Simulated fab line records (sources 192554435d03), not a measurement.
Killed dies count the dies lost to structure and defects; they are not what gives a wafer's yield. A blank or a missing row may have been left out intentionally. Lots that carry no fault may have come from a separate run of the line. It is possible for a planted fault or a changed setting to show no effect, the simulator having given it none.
fab line records -- flow n5-finfet
[record] lots = 7, wafers = 39
route steps=1938 shown FIN_SAQP@100 SD_EPI_P@321 MOL_CONTACT_COAG@616 BEOL_M0_SAQP@648
start-h: hours from the record's opening day to when the first of the lot's shown wafers began -- wait-h: hours from the lot's prior step to this one -- " identical to the entry in the row above -- L1.1+2: a single row standing in for several wafers -- - either no value or no given start -- * or withheld: withheld -- < > ~ a bound
route shown NAME@n: names a module that has steps shown in the file, with the first one's number in the route -- usual: mean/standard deviation taken from wafers without a fault -- same: alike in all rows -- chamber/n: place in a boat -- sites: the reading at each site -- _std_site: standard deviation of those values -- _edge_site: inner sites' mean taken away from outer sites' mean -- radius-mm: how far each site lies from the wafer's centre -- mask NAME#n: copy n -- behind: the tool/chamber that last shaped the wafer -- hold: why the lot went on hold/how many hours it stayed there/how the hold came to an end -- device: whichever transistor did not switch (one of n, p or np) -- end of line: the route-end tests of the same wafers -- for a step that has no rows: nothing shown but its recipe -- killed: the dies lost at the first sort to structure and to defects; this is not the yield of the wafer -- map: the dies of a wafer, with x for killed, . for not killed, _ for no die there
set.NAME: the run value of the setting; set.NAME@STEP: its run value at that earlier step -- model.NAME: the simulator's own value behind a step, which no gauge read
one table per step and one row per wafer, for lots whose settings were changed on purpose
[[steps]]
[step N5_FIN_SAQP_PECVD_06]
[recipe] material = a-Si, target-thk-a = 600, temp-c = 400, precursor = SiH4/He, pressure-torr = 3, rf-w = 100, time-s = 48.1
lot.wafer,tool,chamber,start-h,wait-h,set.time-s,model.a-Si_of_FIN_SAQP_PECVD_06.thk-nm
L074.1,pecvd-02,0,21.00,0.0,48.1,60.44
L074.2,pecvd-02,2,21.00,0.0,69.25,85.82
L074.3,pecvd-02,1,21.00,0.0,69.25,85.94
L074.4,pecvd-02,0,21.00,0.0,48.1,61.06
L074.5,pecvd-02,1,21.00,0.0,69.25,87.41
L074.6,pecvd-02,2,21.00,0.0,48.1,60.21
L078.1,pecvd-03,2,44.89,0.0,48.1,60.33
L078.2,pecvd-03,0,44.89,0.0,48.1,58.36
L078.3,pecvd-03,1,44.89,0.0,48.1,59.32
L078.4,pecvd-03,2,44.89,0.0,48.1,60.32
L078.5,pecvd-03,1,44.89,0.0,48.1,60.43
L078.6,pecvd-03,0,44.89,0.0,48.1,59.77
L083.1,pecvd-03,0,75.12,0.0,48.1,58.67
L083.2,pecvd-03,2,75.12,0.0,73.51,92.24
L083.3,pecvd-03,1,75.12,0.0,73.51,91.4
L083.4,pecvd-03,1,75.12,0.0,48.1,60.43
L083.5,pecvd-03,0,75.12,0.0,73.51,90.94
L083.6,pecvd-03,2,75.12,0.0,48.1,60.3
L088.1,pecvd-01,0,105.33,0.0,70.86,88.24
L088.2,pecvd-01,2,105.33,0.0,70.86,88.58
L088.3,pecvd-01,1,105.33,0.0,70.86,87.33
L088.4,pecvd-01,2,105.33,0.0,48.1,60.95
L088.5,pecvd-01,0,105.33,0.0,48.1,60.62
L088.6,pecvd-01,1,105.33,0.0,48.1,59.82
L089.1,pecvd-01,2,111.73,0.0,48.1,59.51
L089.2,pecvd-01,1,111.73,0.0,25.72,31.05
L089.3,pecvd-01,0,111.73,0.0,48.1,58.73
L089.4,pecvd-01,0,111.73,0.0,25.72,32.39
L089.5,pecvd-01,1,111.73,0.0,25.72,30.86
L089.6,pecvd-01,2,111.73,0.0,48.1,60.23
L092.1,pecvd-03,0,129.08,0.0,48.1,58.86
L092.2,pecvd-03,1,129.08,0.0,48.1,59.55
L092.3,pecvd-03,2,129.08,0.0,48.1,59.35
L092.4,pecvd-03,1,129.08,0.0,48.1,60.12
L092.5,pecvd-03,2,129.08,0.0,48.1,60.36
L092.6,pecvd-03,0,129.08,0.0,48.1,59.48
L095.1,pecvd-02,0,147.09,0.0,48.1,61.1
L095.3,pecvd-02,2,147.09,0.0,48.1,59.14
L095.5,pecvd-02,0,147.09,0.0,48.1,61.98
[step N5_FIN_SAQP_THK_MEAS_07]
[usual] thk-nm = 59.7/0.89
lot.wafer,tool,chamber,start-h,wait-h,set.time-s@FIN_SAQP_PECVD_06,thk-nm
L074.1,film-metro-01,-,21.09,0.1,48.1,60.5
L074.2,film-metro-01,-,21.09,0.1,69.25,85.9
L074.3,film-metro-01,-,21.09,0.1,69.25,85.9
L074.4,film-metro-01,-,21.09,0.1,48.1,61.0
L074.5,film-metro-01,-,21.09,0.1,69.25,87.4
L074.6,film-metro-01,-,21.09,0.1,48.1,60.2
L078.1,film-metro-02,-,44.98,0.1,48.1,60.4
L078.2,film-metro-02,-,44.98,0.1,48.1,58.4
L078.3,film-metro-02,-,44.98,0.1,48.1,59.3
L078.4,film-metro-02,-,44.98,0.1,48.1,60.4
L078.5,film-metro-02,-,44.98,0.1,48.1,60.4
L078.6,film-metro-02,-,44.98,0.1,48.1,59.7
L083.1,film-metro-02,-,75.21,0.1,48.1,58.6
L083.2,film-metro-02,-,75.21,0.1,73.51,92.3
L083.3,film-metro-02,-,75.21,0.1,73.51,91.4
L083.4,film-metro-02,-,75.21,0.1,48.1,60.5
L083.5,film-metro-02,-,75.21,0.1,73.51,91.0
L083.6,film-metro-02,-,75.21,0.1,48.1,60.3
L088.1,film-metro-01,-,105.42,0.1,70.86,88.3
L088.2,film-metro-01,-,105.42,0.1,70.86,88.6
L088.3,film-metro-01,-,105.42,0.1,70.86,87.3
L088.4,film-metro-01,-,105.42,0.1,48.1,61.0
L088.5,film-metro-01,-,105.42,0.1,48.1,60.6
L088.6,film-metro-01,-,105.42,0.1,48.1,59.8
L089.1,film-metro-01,-,111.83,0.1,48.1,59.5
L089.2,film-metro-01,-,111.83,0.1,25.72,31.1
L089.3,film-metro-01,-,111.83,0.1,48.1,58.8
L089.4,film-metro-01,-,111.83,0.1,25.72,32.4
L089.5,film-metro-01,-,111.83,0.1,25.72,30.8
L089.6,film-metro-01,-,111.83,0.1,48.1,60.2
L092.1,film-metro-02,-,129.17,0.1,48.1,58.9
L092.2,film-metro-02,-,129.17,0.1,48.1,59.6
L092.3,film-metro-02,-,129.17,0.1,48.1,59.4
L092.4,film-metro-02,-,129.17,0.1,48.1,60.1
L092.5,film-metro-02,-,129.17,0.1,48.1,60.3
L092.6,film-metro-02,-,129.17,0.1,48.1,59.5
L095.1,film-metro-02,-,147.17,0.1,48.1,61.1
L095.3,film-metro-02,-,147.17,0.1,48.1,59.1
L095.5,film-metro-02,-,147.17,0.1,48.1,61.9
[step N5_FIN_SAQP_HM_DEP_72]
[recipe] material = SiO2, target-thk-a = 120, temp-c = 400, precursor = SiH4/N2O, pressure-torr = 0.75, rf-w = 275, time-s = 7.2
[step N5_FIN_SAQP_COAT_49]
[recipe] resist = SOC, temp-c = 250, time-s = 60, spin-rpm = 1500, resist-thk-nm = 100
[step N5_FIN_SAQP_HM_OPEN_73]
[recipe] chemistry = CHF3/O2, target = SiO2, stop-on = a-Si, target-depth-a = 120, over-etch-frac = 1.8, mask-material = SOC, time-s = 16.8, pressure-mtorr = 30, source-w = 650, bias-w = 170, Ar_flow_sccm = 200, CHF3_flow_sccm = 50, O2_flow_sccm = 5, ion-energy-ev = 200, ends = end-point
[step N5_FIN_SAQP_STRIP_74]
[recipe] chemistry = CHF3/O2, resist = SiARC, rf-frequency-hz = 6e+07
[step N5_FIN_SAQP_MANDREL_ETCH_22]
[recipe] target-depth-a = 600, chemistry = HBr/Cl2, target = a-Si, stop-on = SiNx, bt-time-s = 10, over-etch-frac = 0.5, time-s = 30, pressure-mtorr = 10, icp-w = 800, bias-w = 75, HBr_flow_sccm = 150, Cl2_flow_sccm = 80, ends = end-point
[usual] oes-product-au = 0.765/0.011
lot.wafer,tool,chamber,start-h,wait-h,set.time-s@FIN_SAQP_PECVD_06,oes-product-au,model.etch.depth-nm
L074.1,rie-si-04,3,21.95,0.0,48.1,0.780,60.44
L074.2,rie-si-04,0,21.95,0.0,69.25,0.964,85.72
L074.3,rie-si-04,1,21.95,0.0,69.25,0.976,85.94
L074.4,rie-si-04,2,21.95,0.0,48.1,0.772,60.94
L074.5,rie-si-04,2,21.95,0.0,69.25,0.974,87.41
L074.6,rie-si-04,1,21.95,0.0,48.1,0.778,60.09
L078.1,rie-si-03,1,45.89,0.0,48.1,0.756,60.33
L078.2,rie-si-03,2,45.89,0.0,48.1,0.742,58.27
L078.3,rie-si-03,3,45.89,0.0,48.1,0.751,59.32
L078.4,rie-si-03,0,45.89,0.0,48.1,0.787,60.2
L078.5,rie-si-03,2,45.89,0.0,48.1,0.764,60.43
L078.6,rie-si-03,3,45.89,0.0,48.1,0.760,59.67
L083.1,rie-si-04,3,75.95,0.0,48.1,0.750,58.54
L083.2,rie-si-04,2,75.95,0.0,73.51,1.006,92.24
L083.3,rie-si-04,1,75.95,0.0,73.51,1.015,91.31
L083.4,rie-si-04,0,75.95,0.0,48.1,0.775,60.43
L083.5,rie-si-04,3,75.95,0.0,73.51,0.990,89.95
L083.6,rie-si-04,0,75.95,0.0,48.1,0.774,60.3
L088.1,rie-si-05,1,106.28,0.0,70.86,0.967,88.12
L088.2,rie-si-05,0,106.28,0.0,70.86,0.982,85.93
L088.3,rie-si-05,2,106.28,0.0,70.86,0.994,87.23
L088.4,rie-si-05,3,106.28,0.0,48.1,0.781,60.95
L088.5,rie-si-05,0,106.28,0.0,48.1,0.785,60.5
L088.6,rie-si-05,3,106.28,0.0,48.1,0.763,59.72
L089.1,rie-si-04,3,112.57,0.0,48.1,0.768,59.51
L089.2,rie-si-04,2,112.57,0.0,25.72,0.537,31.05
L089.3,rie-si-04,1,112.57,0.0,48.1,0.771,58.63
L089.4,rie-si-04,0,112.57,0.0,25.72,0.547,32.27
L089.5,rie-si-04,0,112.57,0.0,25.72,0.545,30.86
L089.6,rie-si-04,1,112.57,0.0,48.1,0.788,60.14
L092.1,rie-si-05,2,129.91,0.0,48.1,0.767,58.76
L092.2,rie-si-05,3,129.91,0.0,48.1,0.764,59.55
L092.3,rie-si-05,0,129.91,0.0,48.1,0.773,59.35
L092.4,rie-si-05,1,129.91,0.0,48.1,0.761,60.12
L092.5,rie-si-05,2,129.91,0.0,48.1,0.779,60.36
L092.6,rie-si-05,3,129.91,0.0,48.1,0.772,59.38
L095.1,rie-si-05,3,148.04,0.0,48.1,0.780,61.1
L095.3,rie-si-05,0,148.04,0.0,48.1,0.773,59.13
L095.5,rie-si-05,1,148.04,0.0,48.1,0.768,61.98
[step N5_SD_EPI_P_EPI_21]
[recipe] material = SiGe:B, dopant = B, temp-c = 550, pressure-torr = 20, ambient = H2, time-s = 355
lot.wafer,tool,chamber,start-h,wait-h,set.epi-growth-time-s,model.SiGe-B_of_SD_EPI_P_EPI_21.thk-nm
L074.1,epi-rpcvd-04,0,54.13,0.2,355,59.2
L074.2,epi-rpcvd-04,0,54.13,0.2,355,60.4
L074.3,epi-rpcvd-04,0,54.13,0.2,558.5,82.2
L074.4,epi-rpcvd-04,0,54.13,0.2,558.5,83
L074.5,epi-rpcvd-04,0,54.13,0.2,558.5,82
L074.6,epi-rpcvd-04,0,54.13,0.2,355,60.2
L078.1+3,epi-rpcvd-03,0,78.09,0.1,355,61.2
L078.2,epi-rpcvd-03,0,78.09,0.1,293.9,53.6
L078.4,epi-rpcvd-03,0,78.09,0.1,293.9,54
L078.5,epi-rpcvd-03,0,78.09,0.1,355,60.2
L078.6,epi-rpcvd-03,0,78.09,0.1,293.9,53.8
L083.1,epi-rpcvd-04,0,108.28,0.1,355,62.4
L083.2,epi-rpcvd-04,0,108.28,0.1,355,61.8
L083.3+6,epi-rpcvd-04,0,108.28,0.1,355,62.6
L083.4,epi-rpcvd-04,0,108.28,0.1,355,62.2
L083.5,epi-rpcvd-04,0,108.28,0.1,355,61.2
L088.1,epi-rpcvd-04,0,140.73,0.1,224.5,42
L088.2,epi-rpcvd-04,0,140.73,0.1,224.5,42.4
L088.3,epi-rpcvd-04,0,140.73,0.1,355,61.4
L088.4,epi-rpcvd-04,0,140.73,0.1,355,61.8
L088.5,epi-rpcvd-04,0,140.73,0.1,224.5,42.2
L088.6,epi-rpcvd-04,0,140.73,0.1,355,61.6
L089.1+4,epi-rpcvd-01,0,147.71,0.1,355,62
L089.2+6,epi-rpcvd-01,0,147.71,0.1,460.2,74.4
L089.3,epi-rpcvd-01,0,147.71,0.1,460.2,74
L089.5,epi-rpcvd-01,0,147.71,0.1,355,62.4
L092.1,epi-rpcvd-01,0,162.01,0.2,251.1,46.8
L092.2,epi-rpcvd-01,0,162.01,0.2,355,60.2
L092.3,epi-rpcvd-01,0,162.01,0.2,355,60
L092.4,epi-rpcvd-01,0,162.01,0.2,251.1,46.4
L092.5,epi-rpcvd-01,0,162.01,0.2,355,61
L092.6,epi-rpcvd-01,0,162.01,0.2,251.1,45.6
L095.1,epi-rpcvd-03,0,182.35,0.2,355,61.2
L095.3,epi-rpcvd-03,0,182.35,0.2,355,60
L095.5,epi-rpcvd-03,0,182.35,0.2,355,60.6
[step N5_SD_EPI_P_EPI_MEAS_23]
[recipe] mode = xrd
[usual] thk-nm = 60.9/1.1
lot.wafer,tool,chamber,start-h,wait-h,set.epi-growth-time-s@SD_EPI_P_EPI_21,thk-nm
L074.1,film-metro-01,-,57.05,2.4,355,59.2
L074.2,film-metro-01,-,57.05,2.4,355,61.7
L074.3,film-metro-01,-,57.05,2.4,558.5,82.4
L074.4,film-metro-01,-,57.05,2.4,558.5,84.0
L074.5,film-metro-01,-,57.05,2.4,558.5,81.3
L074.6,film-metro-01,-,57.05,2.4,355,61.9
L078.1,film-metro-02,-,80.29,1.8,355,61.5
L078.2,film-metro-02,-,80.29,1.8,293.9,53.3
L078.3,film-metro-02,-,80.29,1.8,355,60.9
L078.4,film-metro-02,-,80.29,1.8,293.9,54.0
L078.5,film-metro-02,-,80.29,1.8,355,60.2
L078.6,film-metro-02,-,80.29,1.8,293.9,54.6
L083.1,film-metro-01,-,110.47,1.8,355,63.0
L083.2,film-metro-01,-,110.47,1.8,355,63.5
L083.3,film-metro-01,-,110.47,1.8,355,60.9
L083.4,film-metro-01,-,110.47,1.8,355,62.1
L083.5,film-metro-01,-,110.47,1.8,355,62.4
L083.6,film-metro-01,-,110.47,1.8,355,61.4
L088.1,film-metro-01,-,142.92,1.8,224.5,40.5
L088.2,film-metro-01,-,142.92,1.8,224.5,41.7
L088.3,film-metro-01,-,142.92,1.8,355,62.0
L088.4,film-metro-01,-,142.92,1.8,355,62.0
L088.5,film-metro-01,-,142.92,1.8,224.5,41.9
L088.6,film-metro-01,-,142.92,1.8,355,61.3
L089.1,film-metro-02,-,149.91,1.8,355,63.1
L089.2,film-metro-02,-,149.91,1.8,460.2,74.1
L089.3,film-metro-02,-,149.91,1.8,460.2,72.6
L089.4,film-metro-02,-,149.91,1.8,355,61.9
L089.5,film-metro-02,-,149.91,1.8,355,62.8
L089.6,film-metro-02,-,149.91,1.8,460.2,73.3
L092.1,film-metro-01,-,164.93,2.4,251.1,47.2
L092.2,film-metro-01,-,164.93,2.4,355,60.0
L092.3,film-metro-01,-,164.93,2.4,355,59.8
L092.4,film-metro-01,-,164.93,2.4,251.1,47.3
L092.5,film-metro-01,-,164.93,2.4,355,60.5
L092.6,film-metro-01,-,164.93,2.4,251.1,44.5
L095.1,film-metro-02,-,185.26,2.4,355,59.9
L095.3,film-metro-02,-,185.26,2.4,355,59.5
L095.5,film-metro-02,-,185.26,2.4,355,61.1
[step N5_MOL_CONTACT_COAG_ETCH_124]
[recipe] chemistry = CH3F/O2, target = SiNx, target-depth-a = 65, mask-material = SOC, stop-on = SiOC, over-etch-frac = 0.3, ion-energy-ev = 120, pressure-mtorr = 30, source-w = 395, bias-w = 73, Ar_flow_sccm = 150, CH3F_flow_sccm = 30, O2_flow_sccm = 20, ends = end-point
lot.wafer,tool,chamber,start-h,wait-h,set.target-depth-a,model.etch.depth-nm,model.SOC_of_MOL_CONTACT_COAG_COAT_62.thk-nm
L074.1,rie-diel-03,3,99.64,0.0,29.18,2.923,50
L074.2,rie-diel-03,2,99.64,0.0,65,4.997,48.4
L074.3,rie-diel-03,0,99.64,0.0,65,4.972,48
L074.4,rie-diel-03,3,99.64,0.0,65,4.974,48.4
L074.5,rie-diel-03,2,99.64,0.0,29.18,2.917,50
L074.6,rie-diel-03,0,99.64,0.0,29.18,2.928,50
L078.1,rie-diel-01,3,125.56,0.0,52.63,4.979,49.2
L078.2,rie-diel-01,1,125.56,0.0,65,4.942,48.2
L078.3,rie-diel-01,0,125.56,0.0,65,4.953,48
L078.4,rie-diel-01,0,125.56,0.0,52.63,4.974,48.8
L078.5,rie-diel-01,3,125.56,0.0,52.63,4.944,49.2
L078.6,rie-diel-01,1,125.56,0.0,65,4.99,48.4
L083.1,rie-diel-03,2,153.25,0.0,65,4.963,48.6
L083.2,rie-diel-03,1,153.25,0.0,65,5.003,47.8
L083.3,rie-diel-03,0,153.25,0.0,65,5.017,48.4
L083.4,rie-diel-03,3,153.25,0.0,65,4.967,48.4
L083.5,rie-diel-03,1,153.25,0.0,65,4.982,48.2
L083.6,rie-diel-03,2,153.25,0.0,65,5,48.4
L088.1,rie-diel-01,3,187.84,0.0,46.02,4.435,49.6
L088.2,rie-diel-01,1,187.84,0.0,65,4.955,48.2
L088.3,rie-diel-01,2,187.84,0.0,65,4.991,48
L088.4,rie-diel-01,0,187.84,0.0,65,5.039,48.4
L088.5,rie-diel-01,2,187.84,0.0,46.02,4.653,48.8
L088.6,rie-diel-01,3,187.84,0.0,46.02,4.388,49.6
L089.1,rie-diel-03,3,192.59,0.0,87.33,4.986,47.6
L089.2,rie-diel-03,1,192.59,0.0,65,4.963,48.4
L089.3,rie-diel-03,0,192.59,0.0,65,5.006,48.4
L089.4,rie-diel-03,1,192.59,0.0,65,4.973,48.6
L089.5,rie-diel-03,3,192.59,0.0,87.33,4.974,47.6
L089.6,rie-diel-03,0,192.59,0.0,87.33,5.006,47.8
L092.1,rie-diel-01,1,207.61,0.0,65,5.027,48.4
L092.2,rie-diel-01,0,207.61,0.0,65,4.999,48.4
L092.3,rie-diel-01,2,207.61,0.0,31.85,3.206,50
L092.4,rie-diel-01,3,207.61,0.0,31.85,3.056,50.2
L092.5,rie-diel-01,2,207.61,0.0,31.85,3.21,50
L092.6,rie-diel-01,3,207.61,0.0,65,4.979,48.6
L095.1,rie-diel-01,0,231.25,0.0,65,5.013,48.6
L095.3,rie-diel-01,1,231.25,0.0,65,4.992,48.6
L095.5,rie-diel-01,2,231.25,0.0,65,5,48.4
[step N5_MOL_CONTACT_COAG_ETCH_48]
[recipe] chemistry = C4F6/O2, target-depth-a = 150, overetch-a = 45, mask-material = SOC, target = SiOC, bias-w = 465, pressure-mtorr = 10, time-s = 17, source-w = 335, Ar_flow_sccm = 300, C4F6_flow_sccm = 10, O2_flow_sccm = 10, ion-energy-ev = 576
lot.wafer,tool,chamber,start-h,wait-h,set.target-depth-a@MOL_CONTACT_COAG_ETCH_124,model.SOC_of_MOL_CONTACT_COAG_COAT_62.thk-nm
L074.1+5,rie-diel-03,"3,2",99.68,0.0,29.18,47.4
L074.2+4,rie-diel-03,"2,3",99.68,0.0,65,45.8
L074.3,rie-diel-03,0,99.68,0.0,65,45.4
L074.6,rie-diel-03,0,99.68,0.0,29.18,47.2
L078.1+5,rie-diel-01,3,125.60,0.0,52.63,46.6
L078.2+3,rie-diel-01,"1,0",125.60,0.0,65,45.4
L078.4,rie-diel-01,0,125.60,0.0,52.63,46.2
L078.6,rie-diel-01,1,125.60,0.0,65,45.8
L083.1,rie-diel-03,2,153.29,0.0,65,46
L083.2,rie-diel-03,1,153.29,0.0,65,45
L083.3+4+6,rie-diel-03,"0,3,2",153.29,0.0,65,45.8
L083.5,rie-diel-03,1,153.29,0.0,65,45.4
L088.1+6,rie-diel-01,3,187.88,0.0,46.02,47
L088.2,rie-diel-01,1,187.88,0.0,65,45.6
L088.3,rie-diel-01,2,187.88,0.0,65,45.4
L088.4,rie-diel-01,0,187.88,0.0,65,45.8
L088.5,rie-diel-01,2,187.88,0.0,46.02,46.2
L089.1+5,rie-diel-03,3,192.63,0.0,87.33,44.8
L089.2,rie-diel-03,1,192.63,0.0,65,45.6
L089.3+4,rie-diel-03,"0,1",192.63,0.0,65,45.8
L089.6,rie-diel-03,0,192.63,0.0,87.33,45.2
L092.1+2,rie-diel-01,"1,0",207.65,0.0,65,45.8
L092.3+5,rie-diel-01,2,207.65,0.0,31.85,47.2
L092.4,rie-diel-01,3,207.65,0.0,31.85,47.6
L092.6,rie-diel-01,3,207.65,0.0,65,46
L095.1+3,rie-diel-01,"0,1",231.29,0.0,65,46
L095.5,rie-diel-01,2,231.29,0.0,65,45.6
[step N5_BEOL_M0_SAQP_DEVELOP_13]
[recipe] develop-time-s = 30, developer = TMAH, resist = CAR-ArF, dev-temp-c = 23, rinse-liquid = diw, dry = air-spin
lot.wafer,tool,chamber,start-h,wait-h,set.develop-time-s
L074.1+3+4,litho-track-02,0,-,-,37.74
L074.2+5+6,litho-track-02,0,-,-,30
L078.1+5+6,litho-track-02,0,-,-,19.3
L078.2+3+4,litho-track-02,0,-,-,30
L083.1+2+5,litho-track-02,0,-,-,18.23
L083.3+4+6,litho-track-02,0,-,-,30
L088.1+2+3+4+5+6,litho-track-04,0,-,-,30
L089.1+2+5,litho-track-02,0,-,-,30
L089.3+4+6,litho-track-02,0,-,-,14.37
L092.1+2+3,litho-track-02,0,-,-,12.92
L092.4+5+6,litho-track-02,0,-,-,30
L095.1+3+5,litho-track-02,0,-,-,30
[step N5_BEOL_M0_SAQP_CD_MEAS_14]
[recipe] target-cd-nm = 42.5, landing-energy-ev = 500, detector = se-inlens
[usual] cd-nm = 42.6/0.46
lot.wafer,tool,chamber,start-h,wait-h,set.develop-time-s@BEOL_M0_SAQP_DEVELOP_13,cd-nm
L074.1,cd-sem-02,0,105.94,-,37.74,42.4
L074.2,cd-sem-02,0,105.94,-,30,43.0
L074.3,cd-sem-02,0,105.94,-,37.74,41.8
L074.4,cd-sem-02,0,105.94,-,37.74,42.0
L074.5,cd-sem-02,0,105.94,-,30,42.3
L074.6,cd-sem-02,0,105.94,-,30,42.7
L078.1,cd-sem-02,0,132.62,-,19.3,43.3
L078.2,cd-sem-02,0,132.62,-,30,43.3
L078.3,cd-sem-02,0,132.62,-,30,42.3
L078.4,cd-sem-02,0,132.62,-,30,42.7
L078.5,cd-sem-02,0,132.62,-,19.3,43.4
L078.6,cd-sem-02,0,132.62,-,19.3,42.9
L083.1,cd-sem-02,0,159.95,-,18.23,44.2
L083.2,cd-sem-02,0,159.95,-,18.23,43.9
L083.3,cd-sem-02,0,159.95,-,30,42.4
L083.4,cd-sem-02,0,159.95,-,30,41.9
L083.5,cd-sem-02,0,159.95,-,18.23,43.6
L083.6,cd-sem-02,0,159.95,-,30,42.8
L088.1,cd-sem-01,0,195.97,-,30,42.2
L088.2,cd-sem-01,0,195.97,-,30,42.7
L088.3,cd-sem-01,0,195.97,-,30,43.1
L088.4,cd-sem-01,0,195.97,-,30,42.8
L088.5,cd-sem-01,0,195.97,-,30,42.8
L088.6,cd-sem-01,0,195.97,-,30,42.7
L089.1,cd-sem-02,0,200.25,-,30,43.1
L089.2,cd-sem-02,0,200.25,-,30,42.8
L089.3,cd-sem-02,0,200.25,-,14.37,44.9
L089.4,cd-sem-02,0,200.25,-,14.37,44.5
L089.5,cd-sem-02,0,200.25,-,30,42.1
L089.6,cd-sem-02,0,200.25,-,14.37,44.1
L092.1,cd-sem-01,0,213.67,-,12.92,44.4
L092.2,cd-sem-01,0,213.67,-,12.92,45.0
L092.3,cd-sem-01,0,213.67,-,12.92,44.3
L092.4,cd-sem-01,0,213.67,-,30,41.9
L092.5,cd-sem-01,0,213.67,-,30,42.2
L092.6,cd-sem-01,0,213.67,-,30,42.2
L095.1,cd-sem-01,0,238.46,-,30,42.3
L095.3,cd-sem-01,0,238.46,-,30,42.4
L095.5,cd-sem-01,0,238.46,-,30,42.4
[[key]]
[split] step = N5_FIN_SAQP_PECVD_06, setting = time-s, stated = 48.1, by = wafer
[response] step = N5_FIN_SAQP_PECVD_06, reading = model.a-Si_of_FIN_SAQP_PECVD_06.thk-nm, change = +0.594, per = 1%, r = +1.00
[response] step = N5_FIN_SAQP_THK_MEAS_07, reading = thk-nm, change = *, per = 1%, r = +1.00
[response] step = N5_FIN_SAQP_MANDREL_ETCH_22, reading = oes-product-au, change = +0.00456, per = 1%, r = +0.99
[response] step = N5_FIN_SAQP_MANDREL_ETCH_22, reading = model.etch.depth-nm, change = +0.588, per = 1%, r = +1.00
[split] step = N5_SD_EPI_P_EPI_21, setting = epi-growth-time-s, stated = 355, by = wafer
[response] step = N5_SD_EPI_P_EPI_21, reading = model.SiGe-B_of_SD_EPI_P_EPI_21.thk-nm, change = +0.434, per = 1%, r = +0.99
[response] step = N5_SD_EPI_P_EPI_MEAS_23, reading = thk-nm, change = *, per = 1%, r = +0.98
[split] step = N5_MOL_CONTACT_COAG_ETCH_124, setting = target-depth-a, stated = 65, by = wafer
[response] step = N5_MOL_CONTACT_COAG_ETCH_124, reading = model.etch.depth-nm, shape = bent, at-lowest = 2.923, at-stated = 4.987, at-highest = 4.989
[response] step = N5_MOL_CONTACT_COAG_ETCH_124, reading = model.SOC_of_MOL_CONTACT_COAG_COAT_62.thk-nm, change = -0.0316, per = 1%, r = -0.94
[response] step = N5_MOL_CONTACT_COAG_ETCH_48, reading = model.SOC_of_MOL_CONTACT_COAG_COAT_62.thk-nm, change = -0.0305, per = 1%, r = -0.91
[split] step = N5_BEOL_M0_SAQP_DEVELOP_13, setting = develop-time-s, stated = 30, by = wafer
[response] step = N5_BEOL_M0_SAQP_CD_MEAS_14, reading = cd-nm, change = -0.0347, per = 1%, r = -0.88
